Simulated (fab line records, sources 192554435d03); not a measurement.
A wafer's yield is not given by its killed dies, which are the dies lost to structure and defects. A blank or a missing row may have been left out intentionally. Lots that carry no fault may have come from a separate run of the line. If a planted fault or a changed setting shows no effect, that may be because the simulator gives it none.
Problem report in the 8D (eight disciplines) form, filled by code | flow n5_finfet | the parts of the form that need people (team, actions taken, sign-off) are left out

== 1. WHAT IS WRONG ==
raw_defect_count at N5_BEOL_M2_INSPECT_59 reads a mean of 1213 on 2 wafers of 1 lot; wafers without a fault read 73 with a standard deviation of 23. Measured from the usual mean, that is +50 standard deviations.
The step: inspects for defects (darkfield).
The first sign was on wafer L127.1 at day 11 13:50, on defect_inspect-02. The record holds 27 wafers of 9 lots with a number at this step. By rule, "out" or "out of limits" means more than 4 standard deviations away from the usual mean. Any other wafer with a number is counted as sound.

== 2. WHAT THIS IS AND IS NOT ==
question                    | is                | is not
which readings at this step | raw_defect_count  | -
which lots                  | L127              | L112, L114, L116, L117, L119, L120, L123, L124
which wafers of those lots  | L127.1, L127.4    | L127.6
read on which gauges        | defect_inspect-02 | defect_inspect-01
when                        | from day 11 13:50 | up to then (25 sound wafers)

== 3. THE SUSPECTS, EACH WITH WHAT RULES IT OUT ==
Counting: if a tool at a process step up to the reading ran every lot that is out, it stays a suspect. Sound lots after the first of them don't rule it out here, since some wafers of a struck lot are sound.
- the gauge at N5_BEOL_M2_INSPECT_59 has been ruled out. All the wafers that are out were read on defect_inspect-02, but those of them that N5_PASSIVATION_PROBE_49 has rows for are out there too, on other tools.
- pvd_sputter-02 at N5_BEOL_M2_SPUTTER_94 (material Cu, target thk 4.5 nm, time 8.29 s): kept. The lot that is out, L127, ran on it at day 11 12:23; the last sound lot it ran before that was L123, at day 10 12:41.
- pvd_sputter-02 at N5_BEOL_M2_SPUTTER_96 (material Cu, target thk 4.5 nm, time 8.29 s): kept. The lot that is out, L127, ran on it at day 11 12:37; the last sound lot it ran before that was L123, at day 10 12:55.
- cvd_co-02 at N5_BEOL_M2_PRE_CLEAN_60 (time 15 s): kept. The lot that is out, L127, ran on it at day 11 13:35; the last sound lot it ran before that was L123, at day 10 14:11.
- pecvd-04 at N5_BEOL_M2_PRE_CLEAN_56 (time 15 s): kept. The lot that is out, L127, ran on it at day 11 13:43; the last sound lot it ran before that was L124, at day 10 21:10.
- Within pecvd-04 at N5_BEOL_M2_PRE_CLEAN_56: the wafers that are out ran in chamber 1; their sound lot-mates ran in chamber 2.
Left after counting: pvd_sputter-02 at N5_BEOL_M2_SPUTTER_94, pvd_sputter-02 at N5_BEOL_M2_SPUTTER_96, cvd_co-02 at N5_BEOL_M2_PRE_CLEAN_60, pecvd-04 at N5_BEOL_M2_PRE_CLEAN_56.

== 4. THE CAUSE (what the simulator had put in) ==
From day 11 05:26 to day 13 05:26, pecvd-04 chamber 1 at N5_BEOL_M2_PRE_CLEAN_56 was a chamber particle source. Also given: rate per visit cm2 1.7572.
After counting, 4 suspects remain, this tool included.

== 5. SEQUENCE OF EFFECTS, ordered by route ==
Each row: a reading whose mean over the struck wafers that have a number lies more than 3 standard deviations from the usual. Readings are gone through only where the record gives a usual standard deviation; hours: the median, over the lots, of the time from a lot's start at the first step in this table giving one to that lot's start at this step; sigmas: the change measured in usual standard deviations.
hours | step                    | reading              | usual  | on struck wafers | change | sigmas
0     | N5_BEOL_M2_INSPECT_59   | raw_defect_count     | 73     | 1213             | +1140  | +50
1     | N5_BEOL_M3_INSPECT_13   | raw_defect_count     | 413    | 1534             | +1122  | +14
142   | N5_PASSIVATION_PROBE_49 | defect_limited_yield | 91.2 % | 78.2             | -13.0  | -8.7
142   | N5_PASSIVATION_PROBE_49 | killed_at_M0_to_M3   | 34     | 180              | +146   | +13
142   | N5_PASSIVATION_PROBE_49 | killed_dies          | 103    | 257              | +154   | +8.6
142   | N5_PASSIVATION_PROBE_49 | sort_bin_5_function  | 5.1 %  | 12.9             | +7.8   | +7.8
142   | N5_PASSIVATION_PROBE_49 | sort_n_pass          | 1076   | 921              | -155   | -8.6
142   | N5_PASSIVATION_PROBE_49 | sort_yield_pct       | 91.2 % | 78.1             | -13.1  | -8.8
Process steps it contains:
- N5_PASSIVATION_PROBE_49
Later measuring or inspecting steps at which every struck wafer that the step has a row for has a number for every such reading, and none has moved that far: N5_BEOL_M4_RC_MEAS_101.

== 6. WHAT WOULD HAVE CAUGHT IT SOONER ==
Counted from the fault's start at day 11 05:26, it took 8 hours until the first out-of-limits reading at a measuring or inspecting step in this record, taken at day 11 13:50.
Of the tool readings at N5_BEOL_M2_PRE_CLEAN_56 for which the record gives a usual standard deviation, none was out on any struck wafer, so an alarm limit of 4 standard deviations on them would not have fired.
By day 11 13:50, every lot that is out (1) had started N5_BEOL_M2_PRE_CLEAN_56 on pecvd-04. None of them would have been spared by holding the tool at that moment.
